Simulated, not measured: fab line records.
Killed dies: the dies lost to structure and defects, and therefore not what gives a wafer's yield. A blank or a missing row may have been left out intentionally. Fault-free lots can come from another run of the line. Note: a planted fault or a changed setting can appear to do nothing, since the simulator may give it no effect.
Matching of chambers + flow n5-finfet + 3 sister chambers for N5_PMOS_HMC_CHANNEL_EPI_HM_DEP_34 on pecvd-04
The step deposits SiO2 from TEOS/O2, target thk 36 nm, time 6.9 s. 14 wafers are shown with their chamber, then 7 later ones without.

WAFERS, EACH WITH ITS CHAMBER
| wafer  | chamber | throttle-valve-pct (%) | showerhead-plenum-p-Torr (Torr) | rf-fwd-power-W (W) |
|--------|---------|------------------------|---------------------------------|--------------------|
| L076.1 | 0       | 17.9                   | 8.36                            | 890                |
| L076.3 | 0       | 17.7                   | 8.35                            | 890                |
| L076.4 | 1       | 19.7                   | 8.31                            | 883                |
| L079.1 | 0       | 17.9                   | 8.35                            | 892                |
| L079.3 | 1       | 19.6                   | 8.33                            | 878                |
| L079.5 | 1       | 19.7                   | 8.35                            | 875                |
| L083.1 | 2       | 16.8                   | 8.41                            | 888                |
| L083.2 | 0       | 17.8                   | 8.37                            | 883                |
| L083.4 | 2       | 17.2                   | 8.37                            | 892                |
| L086.2 | 2       | 17.3                   | 8.37                            | 894                |
| L086.3 | 1       | 19.7                   | 8.35                            | 883                |
| L086.4 | 1       | 19.8                   | 8.34                            | 886                |
| L089.1 | 1       | 19.6                   | 8.32                            | 884                |
| L089.5 | 0       | 17.6                   | 8.35                            | 887                |

SIGNATURES (means of the wafers above)
| reading                  | chamber 0 | chamber 1 | chamber 2 | scatter within a chamber |
|--------------------------|-----------|-----------|-----------|--------------------------|
| throttle-valve-pct       | 17.780    | 19.683    | 17.100    | 0.147                    |
| showerhead-plenum-p-Torr | 8.3560    | 8.3333    | 8.3833    | 0.0157                   |
| rf-fwd-power-W           | 888.40    | 881.50    | 891.33    | 3.73                     |
Rule: a wafer lies at a distance from a chamber equal to the root of the sum of squares, over the readings, of (its reading less the chamber's mean, divided by the reading's scatter). If the next closest chamber is less than 2 further off than the closest, the wafer can't be placed; otherwise it belongs to the closest. The scatter: take each reading less its chamber's mean, square it, sum over the shown wafers, divide by the number of wafers less the number of chambers, and take the root.

WAFERS MISSING THEIR CHAMBER
| wafer  | throttle-valve-pct (%) | showerhead-plenum-p-Torr (Torr) | rf-fwd-power-W (W) |
|--------|------------------------|---------------------------------|--------------------|
| L089.6 | 17.7                   | 8.41                            | 891                |
| L092.1 | 19.8                   | 8.34                            | 880                |
| L092.2 | 17.9                   | 8.34                            | 890                |
| L092.5 | 17.2                   | 8.40                            | 885                |
| L095.1 | 17.4                   | 8.38                            | 893                |
| L095.3 | 19.8                   | 8.34                            | 875                |
| L095.4 | 19.9                   | 8.32                            | 878                |

EACH ONE'S CHAMBER
| wafer  | from the rows above     | in truth |
|--------|-------------------------|----------|
| L089.6 | can't be placed: 0 or 2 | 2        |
| L092.1 | 1                       | 1        |
| L092.2 | 0                       | 0        |
| L092.5 | 2                       | 2        |
| L095.1 | can't be placed: 2 or 0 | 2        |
| L095.3 | 1                       | 1        |
| L095.4 | 1                       | 1        |
Correctly placed: 5 of 7. From these rows, 2 cannot be placed; in 2 the true chamber is one of the candidates. Number placed wrongly: 0.
